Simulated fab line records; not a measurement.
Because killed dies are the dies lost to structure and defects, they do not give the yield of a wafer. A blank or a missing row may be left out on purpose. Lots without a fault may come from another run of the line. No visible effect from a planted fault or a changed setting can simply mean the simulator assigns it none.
Chamber matching + flow n5_finfet + N5_FIN_CUT_CUT_ETCH_28 on rie_si-04 has 4 sister chambers
The step etches Si in HBr/Cl2/O2, target depth 6 nm, time 2.4 s. 4 wafers are shown with their chamber, then 12 later ones without.

EACH WAFER AND ITS CHAMBER
| wafer  | chamber | throttle_valve_pct (%) |
|--------|---------|------------------------|
| L088.3 | 0       | 37.8                   |
| L088.4 | 2       | 37.1                   |
| L089.1 | 1       | 36.7                   |
| L089.6 | 3       | 37.1                   |

WAFERS MISSING THEIR CHAMBER
| wafer  | throttle_valve_pct (%) |
|--------|------------------------|
| L090.1 | 36.8                   |
| L090.4 | 37.1                   |
| L090.5 | 37.8                   |
| L093.3 | 36.8                   |
| L093.4 | 37.1                   |
| L093.6 | 37.1                   |
| L094.1 | 37.1                   |
| L094.4 | 37.8                   |
| L094.5 | 36.7                   |
| L095.1 | 37.1                   |
| L095.4 | 37.8                   |
| L095.6 | 37.1                   |

WHICH CHAMBER EACH ONE RAN IN
| wafer  | from the rows above     | in truth |
|--------|-------------------------|----------|
| L090.1 | 1                       | 1        |
| L090.4 | can't be placed: 2 or 3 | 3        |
| L090.5 | 0                       | 0        |
| L093.3 | 1                       | 1        |
| L093.4 | can't be placed: 2 or 3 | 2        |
| L093.6 | can't be placed: 2 or 3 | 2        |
| L094.1 | can't be placed: 2 or 3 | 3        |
| L094.4 | 0                       | 0        |
| L094.5 | 1                       | 1        |
| L095.1 | can't be placed: 2 or 3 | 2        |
| L095.4 | 0                       | 0        |
| L095.6 | can't be placed: 2 or 3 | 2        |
Correct placement for 6 of the 12. These rows do not allow placing 6 (true chamber among the candidates in 6). Placed wrongly: 0.
How it was worked out, from the rows above alone: a wafer's distance from a chamber is the root of the sum, over the readings, of the square of ((its reading less the chamber's mean) divided by the reading's scatter). The wafer belongs to the nearest chamber; if the next one is less than 2 further off, it can't be placed. For every chamber, the mean is computed from those of its wafers that are shown. The scatter (one wafer shown for each chamber): square how far every hidden wafer sits from the nearest shown wafer, average those squares and take the square root.
